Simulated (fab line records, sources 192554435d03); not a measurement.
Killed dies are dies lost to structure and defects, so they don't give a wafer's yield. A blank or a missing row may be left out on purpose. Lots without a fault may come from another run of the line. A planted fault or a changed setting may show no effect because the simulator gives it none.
A struck lot beside a sound one | flow n5_finfet | 17 steps out of a route of 1938
Sound: wafers L333.2, L333.3, L333.5. Struck: wafer L349.3. (L349.6 of the same lot was not struck and is left out.) The cause comes at the end.
At each step with rows: each side's tool, then ch and its chambers, then its first start. Under that, the readings that differ: sound wafers | struck wafers | difference of the means | sigmas: that difference in standard deviations of wafers without a fault.
alike: readings whose means differ by less than 2 such deviations, and words and numbers that are the same on both sides. not compared: withheld readings, readings that some wafer has no value for, bounds like >300 that may hide the same value, and numbers for which the record gives no deviation and whose values overlap.
The two part at a step that has a row with sigmas, a row that says differs or no value, or rows on one side only. Numbers that don't overlap but have no deviation are shown without sigmas and don't part them. A reading that every wafer of one side lacks parts them only if that side has two wafers or more.

first, 9 steps without rows for these wafers: N5_GATE_CUT_COAT_34 (time 60 s, resist thk 60 nm); N5_GATE_CUT_COAT_35 (time 60 s, resist thk 10 nm); N5_GATE_CUT_COAT_27 (time 60 s, resist thk 10 nm); N5_GATE_CUT_COAT_07 (resist thk 30 nm); N5_GATE_CUT_EBR_09; N5_GATE_CUT_SOFTBAKE_08 (time 60 s); N5_GATE_CUT_EXPOSE_10 (exposes mask GATE CUT, target cd 20 nm); N5_GATE_CUT_PEB_11 (peb time 60 s); N5_GATE_CUT_DEVELOP_12 (develop time 30 s).
N5_GATE_CUT_CD_MEAS_13: target cd 20 nm.
  sound on cd_sem-01 ch 0, day 5 12:48; struck on cd_sem-03 ch 0, day 9 11:06
  alike: cd_nm
N5_GATE_CUT_OVL_MEAS_14:
  sound on overlay-01 ch 0, day 5 12:50; struck on overlay-01 ch 0, day 9 11:08
  alike: GATE_CUT_OVL
N5_GATE_CUT_INSPECT_15: inspects for defects (brightfield).
  sound on defect_inspect-01, day 5 12:53; struck on defect_inspect-02, day 9 11:11
  alike: raw_defect_count
N5_GATE_CUT_DESCUM_18: chemistry O2, time 7 s.
  sound on rie_diel-05 ch 0,2,3, day 5 12:55; struck on rie_diel-06 ch 2, day 9 11:13
  reading                                       | sound        | struck | difference | sigmas
  model.CAR-EUV_of_GATE_CUT_COAT_07.thk_nm (nm) | 26 26.2 26.2 | 26.4   | +0.3       |
  alike: chamber_pressure_mTorr, drypump_motor_current_A, oes_product_au, rf_vpp_V, showerhead_plenum_p_Torr, temp_c, throttle_valve_pct
  not compared: rf_hours_counter_h
N5_GATE_CUT_ETCH_28: etches underlayer in N2/H2, target depth 13 nm, time 10.4 s.
  sound on rie_diel-05 ch 0,2,3, day 5 12:57; struck on rie_diel-06 ch 2, day 9 11:16
  reading                                       | sound             | struck | difference | sigmas
  bias_w (W)                                    | 150.0 150.0 149.8 | 149.1  | -0.8       | -2
  model.CAR-EUV_of_GATE_CUT_COAT_07.thk_nm (nm) | 14.6 14.6 14.6    | 15     | +0         |
  alike: chamber_pressure_mTorr, drypump_motor_current_A, etch_rf_on_time_s, oes_product_au, rf_vpp_V, showerhead_plenum_p_Torr, throttle_valve_pct
  not compared: rf_hours_counter_h
N5_GATE_CUT_ETCH_36: etches SiARC in CF4, target depth 13 nm, time 21.7 s.
  sound on rie_diel-05 ch 0,2,3, day 5 12:58; struck on rie_diel-06 ch 2, day 9 11:17
  alike: bias_w, chamber_pressure_mTorr, drypump_motor_current_A, etch_rf_on_time_s, oes_product_au, rf_vpp_V, showerhead_plenum_p_Torr, throttle_valve_pct
  not compared: rf_hours_counter_h
-- the record jumps here: 4 days lie between the struck wafers' starts before and after (it left off in module GATE_CUT and takes up again in module BEOL_M4, whose first step shown is number 1111 of the route) --
N5_BEOL_M4_RC_MEAS_101:
  sound on prober-01 ch 0, day 8 21:38; struck on prober-01 ch 0, day 13 00:41
  alike: DIBL_N, DIBL_P, IOFF_N, IOFF_P, ION_N, ION_P, SS_N, SS_P, VT_N, VT_P
N5_PASSIVATION_PROBE_49:
  the record has rows for the sound wafers here (prober-02, day 12 17:22) and none for the struck ones

WHERE THEY PART
First at N5_GATE_CUT_ETCH_28; last, within this record, at N5_PASSIVATION_PROBE_49.

WHY: what the simulator had put in
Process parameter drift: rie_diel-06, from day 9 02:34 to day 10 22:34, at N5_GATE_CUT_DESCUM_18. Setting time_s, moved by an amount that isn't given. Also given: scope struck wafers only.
